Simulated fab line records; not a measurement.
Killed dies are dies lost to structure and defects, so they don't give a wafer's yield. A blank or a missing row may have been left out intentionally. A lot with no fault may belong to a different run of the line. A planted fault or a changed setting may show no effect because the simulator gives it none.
Matching of chambers    flow n5_finfet    rie_diel-01 running N5_BEOL_M0_SAQP_ETCH_83: 4 sister chambers
The step etches SiARC in CF4, target depth 39 nm, time 65 s. 4 wafers are shown with their chamber, then 10 later ones without.

## WAFERS, EACH WITH ITS CHAMBER
wafer   chamber  drypump_motor_current_A (A)
L086.1  0        5.3
L086.2  2        5.4
L087.1  1        5.1
L087.2  3        5.6

## WAFERS WHOSE CHAMBER IS MISSING
wafer   drypump_motor_current_A (A)
L087.4  5.3
L089.2  5.5
L089.3  5.3
L089.6  5.3
L093.1  5.1
L093.5  5.6
L093.6  5.5
L095.1  5.5
L095.2  5.1
L095.4  5.1

## THE CHAMBER EACH PASSED THROUGH
wafer   from the rows above           in truth
L087.4  can't be placed: 0 or 2       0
L089.2  can't be placed: 2 or 3 or 0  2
L089.3  can't be placed: 0 or 2       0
L089.6  can't be placed: 0 or 2       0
L093.1  1                             1
L093.5  3                             3
L093.6  can't be placed: 2 or 3 or 0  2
L095.1  can't be placed: 2 or 3 or 0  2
L095.2  1                             1
L095.4  1                             1
Correctly placed: 4 of 10. These rows do not allow placing 6 (true chamber among the candidates in 6). Placed wrongly: 0.
How it was worked out, from the rows above alone: a wafer's distance from a chamber is the root of the sum, over the readings, of the square of ((its reading less the chamber's mean) divided by the reading's scatter). If the next closest chamber is less than 2 further off than the closest, the wafer can't be placed; otherwise it belongs to the closest. For every chamber, the mean is computed from those of its wafers that are shown. The scatter (one wafer shown for each chamber): square how far every hidden wafer sits from the nearest shown wafer, average those squares and take the square root.
